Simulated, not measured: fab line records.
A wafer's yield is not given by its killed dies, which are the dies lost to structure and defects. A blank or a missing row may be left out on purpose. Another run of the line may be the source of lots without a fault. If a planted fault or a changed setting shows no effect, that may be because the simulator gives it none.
Chamber matching + flow nand_harc + 3 sister chambers for NHARC_P_M0_PRE_CLEAN_31 on pecvd-02
The step time 12 s. 16 wafers are shown with their chamber, then 8 later ones without.

== WAFERS PAIRED WITH THEIR CHAMBERS ==
| wafer  | chamber | heater_power_w (W) |
|--------|---------|--------------------|
| L076.1 | 1       | 781                |
| L076.3 | 0       | 656                |
| L076.5 | 0       | 674                |
| L084.2 | 2       | 658                |
| L084.4 | 1       | 783                |
| L084.6 | 2       | 660                |
| L087.1 | 2       | 709                |
| L087.2 | 1       | 674                |
| L087.4 | 0       | 709                |
| L086.2 | 2       | 720                |
| L086.4 | 0       | 612                |
| L086.6 | 1       | 715                |
| L092.3 | 1       | 767                |
| L092.4 | 1       | 780                |
| L092.5 | 2       | 742                |
| L094.1 | 2       | 704                |

SIGNATURES (averages over the wafers above)
| reading        | chamber 0 | chamber 1 | chamber 2 | scatter within a chamber |
|----------------|-----------|-----------|-----------|--------------------------|
| heater_power_w | 662.75    | 750.00    | 698.83    | 39.9                     |
Rule: a wafer's distance from a chamber is the root of the sum, over the readings, of the square of ((its reading less the chamber's mean) divided by the reading's scatter). If the next closest chamber is less than 2 further off than the closest, the wafer can't be placed; otherwise it belongs to the closest. How the scatter is found: for the shown wafers, subtract from each reading the mean of its chamber, square and add these, divide the total by (wafers less chambers), then take the root.

== WAFERS MISSING THEIR CHAMBER ==
| wafer  | heater_power_w (W) |
|--------|--------------------|
| L094.4 | 722                |
| L094.6 | 707                |
| L095.2 | 769                |
| L095.5 | 615                |
| L095.6 | 752                |
| L097.1 | 634                |
| L097.2 | 720                |
| L097.4 | 630                |

== CHAMBER TAKEN BY EACH ==
| wafer  | from the rows above          | in truth |
|--------|------------------------------|----------|
| L094.4 | can't be placed: 2 or 1 or 0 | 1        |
| L094.6 | can't be placed: 2 or 1 or 0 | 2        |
| L095.2 | can't be placed: 1 or 2      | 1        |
| L095.5 | can't be placed: 0 or 2      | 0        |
| L095.6 | can't be placed: 1 or 2      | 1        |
| L097.1 | can't be placed: 0 or 2      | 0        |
| L097.2 | can't be placed: 2 or 1 or 0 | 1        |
| L097.4 | can't be placed: 0 or 2      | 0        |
0 of 8 placed correctly. Unplaceable from these rows: 8, with the true chamber sitting among the candidates in 8. Placed wrongly: 0.
